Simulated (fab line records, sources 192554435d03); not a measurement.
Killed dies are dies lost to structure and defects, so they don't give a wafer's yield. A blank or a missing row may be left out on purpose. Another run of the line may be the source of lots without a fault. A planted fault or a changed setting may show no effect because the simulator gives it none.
Which tool was responsible? | flow n5 finfet | 7 lots with 21 wafers sampled at 7 steps, on a route of 1938 steps

WHAT EACH GAUGE READ, for each wafer
N5_BEOL_M9_CD_MEAS_11: target cd 64.1 nm.
lot  | measured     | on        | cd nm (nm)
L189 | day 9 17:34  | cd sem-01 | 66.0 64.8 65.2
L195 | day 10 23:47 | cd sem-01 | 64.5 64.8 63.9
L194 | day 11 01:59 | cd sem-01 | 65.7 64.8 65.1
L196 | day 11 02:11 | cd sem-03 | 72.0 71.6 71.4
L197 | day 11 20:50 | cd sem-02 | 70.0 69.4 69.1
L203 | day 13 13:31 | cd sem-01 | 63.2 62.4 63.9
L206 | day 13 18:41 | cd sem-03 | 64.2 64.0 64.2

N5_BEOL_M9_CD_MEAS_18: pitch 140 nm, target cd 70 nm.
lot  | measured     | on        | cd nm (nm)
L189 | day 9 18:12  | cd sem-02 | 72.0 70.8 71.3
L195 | day 11 00:19 | cd sem-03 | 71.1 70.8 70.1
L194 | day 11 02:32 | cd sem-02 | 71.5 70.5 71.6
L196 | day 11 02:57 | cd sem-03 | 77.5 77.0 76.9
L197 | day 11 21:23 | cd sem-02 | 75.5 75.6 75.8
L203 | day 13 14:11 | cd sem-02 | 69.8 68.8 70.0
L206 | day 13 19:13 | cd sem-01 | 70.8 70.0 70.6

N5_BEOL_M15_RC_MEAS_101.
lot  | measured     | on        | COMB_M10 (S/m)          | COMB_M11 (S/m)          | COMB_M12 (S/m)           | COMB_M13 (S/m)          | COMB_M14 (S/m)          | COMB_M15 (S/m)          | COMB_M15_max_site (S/m) | COMB_M5 (S/m)           | COMB_M6 (S/m)           | COMB_M7 (S/m)           | COMB_M8 (S/m)           | COMB_M8_max_site (S/m)  | COMB_M9 (S/m)           | SERP_M10 (ohm/um) | SERP_M11 (ohm/um) | SERP_M12 (ohm/um) | SERP_M13 (ohm/um) | SERP_M14 (ohm/um) | SERP_M5 (ohm/um) | SERP_M6 (ohm/um) | SERP_M7 (ohm/um) | SERP_M7_max_site (ohm/um) | SERP_M8 (ohm/um) | SERP_M9 (ohm/um) | SERP_M9_max_site (ohm/um)
L189 | day 11 11:17 | prober-02 | 1.6e-11 2.2e-11 1.6e-11 | 1.1e-11 1.5e-11 1.7e-11 | 7.1e-12 7.4e-12 8.1e-12  | 4.3e-12 4.4e-12 6.3e-12 | 3.4e-12 4.9e-12 4.3e-12 | 3.6e-12 2.9e-12 4.7e-12 | 4.3e-12 4.1e-12 7.2e-12 | 2.4e-11 3.1e-11 4.6e-11 | 2.8e-11 3.3e-11 2.6e-11 | 2.5e-11 2.2e-11 2.7e-11 | 2.3e-11 3.3e-11 3.9e-11 | 3e-11 3.8e-11 6.9e-11   | 1.4e-11 1.7e-11 1.4e-11 | 3.05 2.91 3.05    | 2.96 2.88 2.89    | 0.609 0.649 0.660 | 0.299 0.312 0.309 | 0.155 0.153 0.157 | 38.3 37.9 38.1   | 14.0 13.7 14.1   | 14.8 14.2 14.2   | 15.0 14.8 14.8            | 14.6 14.3 13.7   | 2.93 3.09 2.94   | 2.95 3.16 2.96
L195 | day 12 20:10 | prober-02 | 1.4e-11 1.2e-11 1.4e-11 | 1.1e-11 1.7e-11 1.6e-11 | 6.1e-12 8e-12 7.3e-12    | 6.2e-12 7.1e-12 7.3e-12 | 3.2e-12 4.7e-12 4.5e-12 | 3.2e-12 4.1e-12 3.8e-12 | 4.4e-12 6.9e-12 4.7e-12 | 3.2e-11 3.5e-11 3.8e-11 | 2.4e-11 3e-11 2.6e-11   | 3e-11 2.9e-11 2.4e-11   | 3.4e-11 2.4e-11 2.4e-11 | 4.1e-11 4.1e-11 3.5e-11 | 1.5e-11 8e-12 1.8e-11   | 3.14 2.94 3.09    | 2.95 3.16 2.91    | 0.636 0.634 0.631 | 0.302 0.308 0.300 | 0.159 0.162 0.162 | 39.3 38.4 42.0   | 13.4 12.3 12.7   | 13.9 14.9 13.7   | 14.5 15.7 14.4            | 12.4 13.9 12.6   | 3.12 2.96 3.04   | 3.20 3.03 3.10
L194 | day 12 22:26 | prober-01 | 1.1e-11 1.3e-11 1.4e-11 | 1.2e-11 1.8e-11 2.4e-11 | 5.2e-12 5.9e-12 5.3e-12  | 1.7e-12 3.7e-12 4.1e-12 | 3.4e-12 4.1e-12 3.1e-12 | 2e-12 1.8e-12 2.1e-12   | 2.8e-12 2.4e-12 3.9e-12 | 2.9e-11 3.9e-11 4e-11   | 2.3e-11 2.5e-11 2.3e-11 | 2.1e-11 2.6e-11 3.5e-11 | 2.6e-11 2.8e-11 3e-11   | 4.1e-11 3.4e-11 3.4e-11 | 1.3e-11 2.3e-11 1.3e-11 | 3.03 3.12 3.02    | 2.98 2.96 2.84    | 0.652 0.634 0.627 | 0.309 0.309 0.316 | 0.157 0.160 0.159 | 40.3 40.9 38.7   | 13.7 14.5 13.9   | 12.7 13.1 14.4   | 13.0 13.9 14.6            | 13.5 13.7 13.1   | 2.96 2.90 3.08   | 3.07 2.96 3.15
L196 | day 13 03:25 | prober-02 | 1.9e-11 1.5e-11 2e-11   | 1.5e-11 1.3e-11 1.4e-11 | 5.7e-12 1.02e-11 6.9e-12 | 6.2e-12 4.2e-12 6.2e-12 | 5e-12 4.5e-12 4.2e-12   | 3.2e-12 3e-12 2.3e-12   | 3.6e-12 3.5e-12 3.3e-12 | 4.6e-11 4.7e-11 5.4e-11 | 2.5e-11 2.3e-11 1.9e-11 | 3.4e-11 2.9e-11 2.9e-11 | 2.4e-11 2.3e-11 2.4e-11 | 3.6e-11 3.1e-11 2.9e-11 | 1.6e-11 1.7e-11 2e-11   | 3.11 3.15 3.17    | 3.17 3.02 3.07    | 0.633 0.620 0.639 | 0.306 0.316 0.312 | 0.157 0.163 0.157 | 42.9 39.3 38.4   | 14.0 14.4 13.9   | 14.0 12.9 13.6   | 14.3 13.6 14.6            | 13.2 13.3 13.7   | 2.59 2.69 2.66   | 2.70 2.78 2.79
L197 | day 13 20:33 | prober-01 | 1.1e-11 1e-11 1.5e-11   | 1.3e-11 1.2e-11 1.2e-11 | 6.8e-12 9.1e-12 8.9e-12  | 4.3e-12 4.6e-12 2.8e-12 | 3.4e-12 4.4e-12 4.8e-12 | 2.3e-12 3.2e-12 2.8e-12 | 3.7e-12 4.6e-12 4.6e-12 | 3.7e-11 4.1e-11 3.2e-11 | 2.4e-11 2.2e-11 2.3e-11 | 2.5e-11 2e-11 3.1e-11   | 1.6e-11 2.2e-11 2.1e-11 | 2.2e-11 3e-11 2.9e-11   | 1.8e-11 1.5e-11 1.3e-11 | 2.93 3.03 3.11    | 2.94 2.89 2.89    | 0.668 0.634 0.611 | 0.316 0.303 0.308 | 0.160 0.157 0.160 | 40.4 40.6 42.6   | 14.6 14.1 13.7   | 13.8 13.6 13.5   | 14.2 14.4 13.9            | 13.8 13.4 13.1   | 2.69 2.68 2.60   | 2.76 2.71 2.75
L203 | day 15 10:19 | prober-02 | 1.9e-11 2e-11 1.5e-11   | 1.7e-11 1.9e-11 1.4e-11 | 7.9e-12 5.9e-12 8.8e-12  | 6.3e-12 6.6e-12 6e-12   | 4.6e-12 3.1e-12 4.4e-12 | 3.5e-12 3.5e-12 4.4e-12 | 4e-12 4.7e-12 7.2e-12   | 4.3e-11 3.7e-11 3.6e-11 | 2.7e-11 2.3e-11 3.6e-11 | 2.3e-11 3.2e-11 3.3e-11 | 3.5e-11 2.8e-11 2.7e-11 | 6e-11 4.6e-11 3.5e-11   | 1.8e-11 1.4e-11 1.6e-11 | 3.04 3.06 3.14    | 3.14 3.12 2.83    | 0.637 0.619 0.640 | 0.302 0.303 0.311 | 0.161 0.157 0.161 | 38.6 38.3 38.9   | 13.4 13.7 13.4   | 14.5 14.1 14.0   | 15.2 14.7 14.6            | 13.2 13.2 14.2   | 2.98 3.05 2.98   | 3.03 3.10 3.03
L206 | day 15 23:48 | prober-02 | 1.1e-11 1.3e-11 1.7e-11 | 2.1e-11 1.1e-11 1.2e-11 | 6.7e-12 6.5e-12 6.1e-12  | 5.2e-12 4.2e-12 4.9e-12 | 4e-12 4.3e-12 4.6e-12   | 4e-12 3.8e-12 3.1e-12   | 5.4e-12 8e-12 5.5e-12   | 3.7e-11 4.1e-11 3.5e-11 | 3.1e-11 3.1e-11 2.8e-11 | 2e-11 2e-11 2.2e-11     | 3.2e-11 3.5e-11 2.8e-11 | 5e-11 4.6e-11 3.4e-11   | 1.7e-11 1.3e-11 1.7e-11 | 3.08 3.17 3.13    | 3.00 3.06 3.13    | 0.620 0.633 0.634 | 0.296 0.315 0.309 | 0.155 0.161 0.158 | 40.7 39.4 39.1   | 13.7 13.7 14.1   | 15.2 14.1 14.2   | 15.6 14.9 14.8            | 13.8 13.6 15.2   | 3.01 2.94 2.99   | 3.07 3.01 3.09

EACH LOT AND THE TOOL THAT RAN IT (in order: tool; ch and the chambers of the sampled wafers; start)
lot  | N5_BEOL_M8_CURE_75            | N5_BEOL_M9_EXPOSE_08               | N5_BEOL_M9_ETCH_61                 | N5_BEOL_M9_STRIP_67
L189 | uv cure-03 ch 2, day 9 11:29  | arfi scanner-03 ch 0, day 9 17:27  | rie diel-04 ch 0,1,3, day 9 17:47  | rie diel-04 ch 0,1,3, day 9 17:59
L195 | uv cure-02 ch 2, day 10 19:12 | arfi scanner-03 ch 0, day 10 23:40 | rie diel-04 ch 0,1, day 10 23:54   | rie diel-04 ch 0,1, day 11 00:05
L194 | uv cure-01 ch 0, day 10 21:54 | arfi scanner-01 ch 0, day 11 01:51 | rie diel-04 ch 0,1, day 11 02:06   | rie diel-04 ch 0,1, day 11 02:18
L196 | uv cure-03 ch 2, day 10 22:28 | arfi scanner-03 ch 0, day 11 02:03 | rie diel-04 ch 0,3, day 11 02:32   | rie diel-04 ch 0,3, day 11 02:44
L197 | uv cure-03 ch 0, day 11 14:35 | arfi scanner-03 ch 0, day 11 20:43 | rie diel-02 ch 0,1,2, day 11 20:58 | rie diel-02 ch 0,1,2, day 11 21:10
L203 | uv cure-02 ch 0, day 13 07:45 | arfi scanner-02 ch 0, day 13 13:24 | rie diel-01 ch 0,2,3, day 13 13:39 | rie diel-01 ch 0,2,3, day 13 13:50
L206 | uv cure-02 ch 2, day 13 13:22 | arfi scanner-02 ch 0, day 13 18:33 | rie diel-02 ch 0,1,2, day 13 18:48 | rie diel-02 ch 0,1,2, day 13 19:00
- N5_BEOL_M8_CURE_75: cures SiCOH lowk, time 120 s.
- N5_BEOL_M9_EXPOSE_08: exposes mask M9.
- N5_BEOL_M9_ETCH_61: etches SiARC in CF4, target depth 39 nm, time 65 s.
- N5_BEOL_M9_STRIP_67: strips in CF4.

AS READ BY THE TOOLS THEMSELVES (means over the sampled wafers that have a number; for cases with no such wafer, the mark the record gives instead)
N5_BEOL_M8_CURE_75.
lot  | tool       | lamp power pct (%) | wafer_temp_C_max
L189 | uv cure-03 | 52.35              | 371.6
L195 | uv cure-02 | 52.26              | 372.3
L194 | uv cure-01 | 52.29              | 371.3
L196 | uv cure-03 | 52.35              | 371.2
L197 | uv cure-03 | 52.36              | 371.4
L203 | uv cure-02 | 52.32              | 372.1
L206 | uv cure-02 | 52.31              | 372.5

N5_BEOL_M9_EXPOSE_08.
lot  | tool            | exposure dose mJ cm2
L189 | arfi scanner-03 | 53.71
L195 | arfi scanner-03 | 53.70
L194 | arfi scanner-01 | 53.76
L196 | arfi scanner-03 | 61.02
L197 | arfi scanner-03 | 59.68
L203 | arfi scanner-02 | 53.74
L206 | arfi scanner-02 | 53.67

N5_BEOL_M9_ETCH_61.
lot  | tool        | chamber pressure mTorr (mTorr) | drypump motor current A (A) | etch rf on time s (s) | oes product au (a.u.) | rf vpp V (V) | showerhead plenum p Torr (Torr) | throttle valve pct (%)
L189 | rie diel-04 | 40.00                          | 5.5                         | 64.6                  | 0.74                  | 183.7        | 2.11                            | 15.5
L195 | rie diel-04 | 39.98                          | 5.2                         | 63.7                  | 0.80                  | 184.5        | 2.15                            | 15.3
L194 | rie diel-04 | 40.02                          | 5.2                         | 63.2                  | 0.80                  | 184.1        | 2.15                            | 15.3
L196 | rie diel-04 | 39.99                          | 5.6                         | 64.3                  | 0.71                  | 183.0        | 2.08                            | 15.6
L197 | rie diel-02 | 40.01                          | 5.7                         | 65.6                  | 0.66                  | 184.6        | 2.18                            | 15.5
L203 | rie diel-01 | 40.02                          | 5.5                         | 63.9                  | 0.62                  | 184.7        | 2.19                            | 15.7
L206 | rie diel-02 | 40.02                          | 5.7                         | 65.5                  | 0.64                  | 184.7        | 2.17                            | 15.5

N5_BEOL_M9_STRIP_67.
lot  | tool        | chamber pressure mTorr (mTorr) | drypump motor current A (A) | oes product au (a.u.) | power w (W) | rf vpp V (V) | showerhead plenum p Torr (Torr) | throttle valve pct (%)
L189 | rie diel-04 | 50.00                          | 5.5                         | 0.86                  | 299.1       | 271.1        | 1.77                            | 13.5
L195 | rie diel-04 | 50.04                          | 5.2                         | 0.93                  | 300.2       | 271.0        | 1.81                            | 13.2
L194 | rie diel-04 | 50.00                          | 5.2                         | 0.93                  | 300.0       | 271.1        | 1.81                            | 13.2
L196 | rie diel-04 | 50.00                          | 5.6                         | 0.82                  | 300.9       | 270.7        | 1.75                            | 13.6
L197 | rie diel-02 | 50.04                          | 5.7                         | 0.78                  | 299.3       | 271.7        | 1.82                            | 13.5
L203 | rie diel-01 | 50.00                          | 5.5                         | 0.72                  | 300.5       | 271.4        | 1.83                            | 13.7
L206 | rie diel-02 | 49.98                          | 5.7                         | 0.76                  | 300.0       | 271.4        | 1.81                            | 13.5

THE ANSWER, worked out from the rows above alone
Rule: what is usual is taken from the lots themselves. The widest of any qualifying gaps counts: lots, ordered by their means at a reading, are off when they make up no more than a third of the lots, leave a main group of 4 or more, and stand apart from it by 3 or more times the standard deviation of that group's means. A main group is skipped when, at the precision printed for the reading in the tables above, its means are all equal. Also off: a lot with no number at a reading for which 4 or more lots have one. Any other lot the step has rows for is counted as sound. The gauges are gone through in route order, then the tools' own readings, and for those a lot's mean is taken as printed above. The first step at which some lot is off is used, and at that step the reading that is off furthest; a lot without a number counts as furthest.
Off: L196, L197, at N5_BEOL_M9_CD_MEAS_11 (cd nm). For the main group the mean is 64.4 nm and the standard deviation 0.79.
A tool fits if, at a process step before that reading, it ran every lot that is off, and no sound lot after the first of them. Not tried: the gauges at N5_BEOL_M9_CD_MEAS_11; whatever is off there is also off at N5_BEOL_M15_RC_MEAS_101, on other tools, and gauge error can't account for it. Can't be told from this: 2 tools fit, uv cure-03 at N5_BEOL_M8_CURE_75, arfi scanner-03 at N5_BEOL_M9_EXPOSE_08.

WHAT THE SIMULATOR HAD PUT IN
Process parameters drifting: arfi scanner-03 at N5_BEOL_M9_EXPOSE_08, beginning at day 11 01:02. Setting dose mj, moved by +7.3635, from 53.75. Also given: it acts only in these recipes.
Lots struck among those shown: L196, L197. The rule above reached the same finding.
